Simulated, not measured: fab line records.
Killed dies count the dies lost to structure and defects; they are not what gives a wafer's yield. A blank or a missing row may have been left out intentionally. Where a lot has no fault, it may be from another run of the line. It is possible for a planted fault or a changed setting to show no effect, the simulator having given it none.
Matching of chambers | flow nand harc | NHARC_A_M0_STRIP_18 on rie diel-05 has 4 sister chambers
The step strips in N2/H2. 4 wafers are shown with their chamber, then 9 later ones without.

EACH WAFER AND ITS CHAMBER
wafer  | chamber | drypump motor current A (A)
L091.6 | 3       | 6.8
L093.1 | 2       | 6.0
L093.5 | 0       | 5.2
L093.6 | 1       | 5.7

WAFERS WHOSE CHAMBER IS MISSING
wafer  | drypump motor current A (A)
L095.1 | 5.7
L095.3 | 6.8
L095.5 | 5.7
L096.1 | 6.0
L096.2 | 5.7
L096.4 | 6.8
L094.1 | 5.7
L094.4 | 6.7
L094.6 | 5.7

WHICH CHAMBER EACH ONE RAN IN
wafer  | from the rows above | in truth
L095.1 | 1                   | 1
L095.3 | 3                   | 3
L095.5 | 1                   | 1
L096.1 | 2                   | 2
L096.2 | 1                   | 1
L096.4 | 3                   | 3
L094.1 | 1                   | 1
L094.4 | 3                   | 3
L094.6 | 1                   | 1
Placed correctly: 9 of 9. Can't be placed from these rows: 0. 0 placed wrongly.
How it was worked out, from the rows above alone: a wafer's distance from a chamber is the root of the sum, over the readings, of the square of ((its reading less the chamber's mean) divided by the reading's scatter). If the next closest chamber is less than 2 further off than the closest, the wafer can't be placed; otherwise it belongs to the closest. For every chamber, the mean is computed from those of its wafers that are shown. The scatter: with one shown wafer a chamber, the root of the mean of the squares of how far each hidden wafer lies from its nearest shown one.
